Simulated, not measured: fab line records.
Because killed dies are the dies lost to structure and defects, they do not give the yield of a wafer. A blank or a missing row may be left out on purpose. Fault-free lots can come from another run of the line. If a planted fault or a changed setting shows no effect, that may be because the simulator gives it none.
The tool behind it: which one? :: flow n5-finfet :: 11 lots, 32 wafers sampled, at 5 steps of a route of 1938

## WHAT THE GAUGES READ, wafer by wafer
N5_BEOL_M4_RC_MEAS_101.
lot: L674
measured: day 7 18:44
on: prober-02
DIBL_N (mV/V): 37.2 35.0 35.2
DIBL_P (mV/V): 39.2 38.2 36.6
IOFF_N (nA/um): 0.199 0.160 0.161
IOFF_P (nA/um): 0.27 0.24 0.22
ION_N (uA/um): 681 672 684
ION_P (uA/um): 469 465 467
SS_N (mV/dec): 72.2 71.1 71.0
SS_P (mV/dec): 74.2 73.9 73.7
VT_N (mV): 247 248 248
VT_P (mV): -244 -246 -247

lot: L675
measured: day 7 23:58
on: prober-01
DIBL_N (mV/V): 34.0 35.2 34.4
DIBL_P (mV/V): 32.5 34.1 34.2
IOFF_N (nA/um): 0.114 0.133 0.126
IOFF_P (nA/um): 0.16 0.18 0.18
ION_N (uA/um): 661 670 659
ION_P (uA/um): 457 464 452
SS_N (mV/dec): 70.3 70.6 71.3
SS_P (mV/dec): 72.7 73.5 73.0
VT_N (mV): 255 253 255
VT_P (mV): -255 -251 -250

lot: L677
measured: day 8 13:11
on: prober-02
DIBL_N (mV/V): 34.3 34.6 33.5
DIBL_P (mV/V): 36.0 34.9 35.0
IOFF_N (nA/um): 0.149 0.144 0.146
IOFF_P (nA/um): 0.18 0.17 0.17
ION_N (uA/um): 676 664 670
ION_P (uA/um): 457 455 459
SS_N (mV/dec): 70.9 71.6 70.7
SS_P (mV/dec): 72.8 72.0 73.0
VT_N (mV): 252 254 251
VT_P (mV): -255 -253 -252

lot: L678
measured: day 8 23:14
on: prober-01
DIBL_N (mV/V): 35.8 36.4 36.6
DIBL_P (mV/V): 36.2 37.6 37.3
IOFF_N (nA/um): 0.162 0.186 0.188
IOFF_P (nA/um): 0.18 0.19 0.19
ION_N (uA/um): 676 688 673
ION_P (uA/um): 452 469 453
SS_N (mV/dec): 71.3 71.3 72.3
SS_P (mV/dec): 73.1 73.7 73.8
VT_N (mV): 253 246 251
VT_P (mV): -258 -252 -253

lot: L679
measured: day 9 02:27
on: prober-02
DIBL_N (mV/V): 35.6 38.0 37.0
DIBL_P (mV/V): 36.1 39.5 37.8
IOFF_N (nA/um): 0.174 0.237 0.203
IOFF_P (nA/um): 0.24 0.32 0.27
ION_N (uA/um): 679 694 691
ION_P (uA/um): 472 484 481
SS_N (mV/dec): 71.7 72.4 71.8
SS_P (mV/dec): 73.4 73.6 73.5
VT_N (mV): 247 243 243
VT_P (mV): -243 -242 -243

lot: L680
measured: day 9 08:35
on: prober-02
DIBL_N (mV/V): 35.7 35.7 35.1
DIBL_P (mV/V): 36.7 36.7 36.3
IOFF_N (nA/um): 0.162 0.163 0.152
IOFF_P (nA/um): 0.23 0.23 0.22
ION_N (uA/um): 680 678 678
ION_P (uA/um): 468 467 467
SS_N (mV/dec): 71.3 71.4 71.0
SS_P (mV/dec): 72.6 72.1 73.0
VT_N (mV): 247 247 249
VT_P (mV): -247 -248 -247

lot: L681
measured: day 9 17:50
on: prober-02
DIBL_N (mV/V): 36.0 35.9 35.6
DIBL_P (mV/V): 36.9 36.5 35.6
IOFF_N (nA/um): 0.162 0.157 0.153
IOFF_P (nA/um): 0.21 0.20 0.20
ION_N (uA/um): 676 682 674
ION_P (uA/um): 465 459 462
SS_N (mV/dec): 72.1 71.7 71.3
SS_P (mV/dec): 73.2 72.6 73.1
VT_N (mV): 247 248 248
VT_P (mV): -251 -250 -250

lot: L686
measured: day 11 00:10
on: prober-02
DIBL_N (mV/V): 35.2 34.1 35.6
DIBL_P (mV/V): 34.3 33.3 35.7
IOFF_N (nA/um): 0.139 0.125 0.146
IOFF_P (nA/um): 0.16 0.15 0.17
ION_N (uA/um): 649 659 653
ION_P (uA/um): 445 449 445
SS_N (mV/dec): 71.2 70.1 71.2
SS_P (mV/dec): 73.1 73.0 73.2
VT_N (mV): 252 251 254
VT_P (mV): -256 -256 -256

lot: L690
measured: day 11 21:49
on: prober-01
DIBL_N (mV/V): 35.0 34.2
DIBL_P (mV/V): 34.7 32.8
IOFF_N (nA/um): 0.129 0.116
IOFF_P (nA/um): 0.19 0.16
ION_N (uA/um): 657 658
ION_P (uA/um): 458 456
SS_N (mV/dec): 71.1 71.4
SS_P (mV/dec): 73.4 72.4
VT_N (mV): 253 257
VT_P (mV): -250 -252

lot: L693
measured: day 12 11:26
on: prober-01
DIBL_N (mV/V): 35.3 34.3 34.0
DIBL_P (mV/V): 34.9 33.2 33.3
IOFF_N (nA/um): 0.143 0.123 0.126
IOFF_P (nA/um): 0.18 0.17 0.18
ION_N (uA/um): 676 666 667
ION_P (uA/um): 459 457 460
SS_N (mV/dec): 71.4 70.4 70.9
SS_P (mV/dec): 72.9 72.6 72.6
VT_N (mV): 252 254 252
VT_P (mV): -253 -254 -252

lot: L697
measured: day 14 06:29
on: prober-02
DIBL_N (mV/V): 34.8 33.8 35.4
DIBL_P (mV/V): 33.5 32.4 34.7
IOFF_N (nA/um): 0.121 0.104 0.132
IOFF_P (nA/um): 0.19 0.17 0.20
ION_N (uA/um): 674 653 668
ION_P (uA/um): 459 457 467
SS_N (mV/dec): 70.5 70.8 71.3
SS_P (mV/dec): 73.0 72.3 73.0
VT_N (mV): 254 259 252
VT_P (mV): -252 -253 -249

N5_MIM_BOT_LITHO_INSPECT_12: inspects for defects (macro).
lot: L674
measured: day 12 00:50
on: defect-inspect-02
raw-defect-count: 2 3 1

lot: L675
measured: day 12 08:15
on: defect-inspect-02
raw-defect-count: 1 2 2

lot: L677
measured: day 12 20:28
on: defect-inspect-01
raw-defect-count: 3 1 3

lot: L678
measured: day 12 22:53
on: defect-inspect-02
raw-defect-count: 1 0 1

lot: L679
measured: day 13 07:49
on: defect-inspect-02
raw-defect-count: 3 0 3

lot: L680
measured: day 13 08:10
on: defect-inspect-02
raw-defect-count: 3 1 6

lot: L681
measured: day 13 09:35
on: defect-inspect-01
raw-defect-count: 3 1 3

lot: L686
measured: day 15 01:41
on: defect-inspect-01
raw-defect-count: 1 1

lot: L693
measured: day 16 01:14
on: defect-inspect-02
raw-defect-count: 2 3 3

lot: L697
measured: day 18 02:54
on: defect-inspect-02
raw-defect-count: 3 1 0

## WHAT TOOL EACH LOT RAN ON (gives the tool, then ch and the chambers of the sampled wafers, and finally the start)
lot: L674
N5_MIM_TOP_ALD_02: ald-hk-01 ch 0,2,3, day 11 23:29 or earlier
N5_MIM_TOP_DEGAS_04: pvd-sputter-02, day 11 23:29
N5_MIM_TOP_SPUTTER_03: pvd-sputter-02, day 11 23:31

lot: L675
N5_MIM_TOP_ALD_02: ald-hk-02 ch 1,2, day 12 06:34 or earlier
N5_MIM_TOP_DEGAS_04: pvd-sputter-02, day 12 06:34
N5_MIM_TOP_SPUTTER_03: pvd-sputter-02, day 12 06:37

lot: L677
N5_MIM_TOP_ALD_02: ald-hk-01 ch 0,3, day 12 18:49 or earlier
N5_MIM_TOP_DEGAS_04: pvd-sputter-01, day 12 18:49
N5_MIM_TOP_SPUTTER_03: pvd-sputter-01, day 12 18:52

lot: L678
N5_MIM_TOP_ALD_02: ald-hk-01 ch 1,2, day 12 21:22 or earlier
N5_MIM_TOP_DEGAS_04: pvd-sputter-02, day 12 21:22
N5_MIM_TOP_SPUTTER_03: pvd-sputter-02, day 12 21:25

lot: L679
N5_MIM_TOP_ALD_02: ald-hk-01 ch 0,2, day 13 06:34 or earlier
N5_MIM_TOP_DEGAS_04: pvd-sputter-01, day 13 06:34
N5_MIM_TOP_SPUTTER_03: pvd-sputter-01, day 13 06:37

lot: L680
N5_MIM_TOP_ALD_02: ald-hk-03 ch 2,3, day 13 06:49 or earlier
N5_MIM_TOP_DEGAS_04: pvd-sputter-01, day 13 06:49
N5_MIM_TOP_SPUTTER_03: pvd-sputter-01, day 13 06:51

lot: L681
N5_MIM_TOP_ALD_02: ald-hk-02 ch 0,1,2, day 13 08:07 or earlier
N5_MIM_TOP_DEGAS_04: pvd-sputter-03, day 13 08:07
N5_MIM_TOP_SPUTTER_03: pvd-sputter-03, day 13 08:10

lot: L686
N5_MIM_TOP_ALD_02: ald-hk-01 ch 2,3, day 14 19:44 or earlier
N5_MIM_TOP_DEGAS_04: pvd-sputter-01, day 14 19:44
N5_MIM_TOP_SPUTTER_03: pvd-sputter-01, day 14 19:46

lot: L690
N5_MIM_TOP_ALD_02: ald-hk-02 ch 0,1, day 15 16:12 or earlier
N5_MIM_TOP_DEGAS_04: pvd-sputter-01, day 15 16:12
N5_MIM_TOP_SPUTTER_03: pvd-sputter-01, day 15 16:14

lot: L693
N5_MIM_TOP_ALD_02: ald-hk-03 ch 0,1,3, day 15 23:53 or earlier
N5_MIM_TOP_DEGAS_04: pvd-sputter-03, day 15 23:53
N5_MIM_TOP_SPUTTER_03: pvd-sputter-03, day 15 23:56

lot: L697
N5_MIM_TOP_ALD_02: ald-hk-03 ch 0,2,3, day 18 01:26 or earlier
N5_MIM_TOP_DEGAS_04: pvd-sputter-03, day 18 01:26
N5_MIM_TOP_SPUTTER_03: pvd-sputter-03, day 18 01:28
- N5_MIM_TOP_ALD_02: deposits Al2O3, purge time 3 s, co reactant pulse time 3 s.
- N5_MIM_TOP_DEGAS_04: time 60 s.
- N5_MIM_TOP_SPUTTER_03: material TiN, target thk 35 nm, time 89.7 s.

## WHAT THE TOOLS THEMSELVES READ (means of the sampled wafers that have a number; where no wafer has one, the mark that the record gives instead)
N5_MIM_TOP_ALD_02.
lot: L674
tool: ald-hk-01
precursor-pulse-height-rel: 0.986

lot: L675
tool: ald-hk-02
precursor-pulse-height-rel: 0.989

lot: L677
tool: ald-hk-01
precursor-pulse-height-rel: 1.003

lot: L678
tool: ald-hk-01
precursor-pulse-height-rel: 0.972

lot: L679
tool: ald-hk-01
precursor-pulse-height-rel: 0.998

lot: L680
tool: ald-hk-03
precursor-pulse-height-rel: 0.982

lot: L681
tool: ald-hk-02
precursor-pulse-height-rel: 1.000

lot: L686
tool: ald-hk-01
precursor-pulse-height-rel: 1.003

lot: L690
tool: ald-hk-02
precursor-pulse-height-rel: 0.995

lot: L693
tool: ald-hk-03
precursor-pulse-height-rel: 0.988

lot: L697
tool: ald-hk-03
precursor-pulse-height-rel: 1.004

N5_MIM_TOP_DEGAS_04.
lot: L674
tool: pvd-sputter-02
heater-power-w (W): 512

lot: L675
tool: pvd-sputter-02
heater-power-w (W): 546

lot: L677
tool: pvd-sputter-01
heater-power-w (W): 466

lot: L678
tool: pvd-sputter-02
heater-power-w (W): 557

lot: L679
tool: pvd-sputter-01
heater-power-w (W): 502

lot: L680
tool: pvd-sputter-01
heater-power-w (W): 476

lot: L681
tool: pvd-sputter-03
heater-power-w (W): 454

lot: L686
tool: pvd-sputter-01
heater-power-w (W): 489

lot: L690
tool: pvd-sputter-01
heater-power-w (W): 494

lot: L693
tool: pvd-sputter-03
heater-power-w (W): 459

lot: L697
tool: pvd-sputter-03
heater-power-w (W): 438

N5_MIM_TOP_SPUTTER_03.
lot: L674
tool: pvd-sputter-02
throttle-valve-pct (%): 30.3

lot: L675
tool: pvd-sputter-02
throttle-valve-pct (%): 30.6

lot: L677
tool: pvd-sputter-01
throttle-valve-pct (%): 29.8

lot: L678
tool: pvd-sputter-02
throttle-valve-pct (%): 30.4

lot: L679
tool: pvd-sputter-01
throttle-valve-pct (%): 30.6

lot: L680
tool: pvd-sputter-01
throttle-valve-pct (%): 30.1

lot: L681
tool: pvd-sputter-03
throttle-valve-pct (%): 29.8

lot: L686
tool: pvd-sputter-01
throttle-valve-pct (%): 30.4

lot: L690
tool: pvd-sputter-01
throttle-valve-pct (%): 30.2

lot: L693
tool: pvd-sputter-03
throttle-valve-pct (%): 29.4

lot: L697
tool: pvd-sputter-03
throttle-valve-pct (%): 29.6

## THE ANSWER, worked out from the rows above alone
Rule: the lots themselves supply what counts as usual. Put in order of their means at a reading, lots are off if they are a third of the lots or fewer, leave a main group of 4 or more, and stand apart from it by a gap of 3 or more times the standard deviation of the main group's means; of several such gaps the widest counts. The tables above print the reading to a certain number of digits; a main group whose means all agree to those digits is not used. A lot without any number at a reading at which 4 lots or more have one is off too. Any other lot the step has rows for is counted as sound. After the gauges, taken in route order, come the tools' own readings; for these a lot's mean is taken, as printed above. The first step at which some lot is off is used, and at that step the reading that is off furthest; a lot without a number counts as furthest.
No lot is off on any of the readings shown, so nothing can be concluded from this.

## WHAT WAS PUT IN BY THE SIMULATOR
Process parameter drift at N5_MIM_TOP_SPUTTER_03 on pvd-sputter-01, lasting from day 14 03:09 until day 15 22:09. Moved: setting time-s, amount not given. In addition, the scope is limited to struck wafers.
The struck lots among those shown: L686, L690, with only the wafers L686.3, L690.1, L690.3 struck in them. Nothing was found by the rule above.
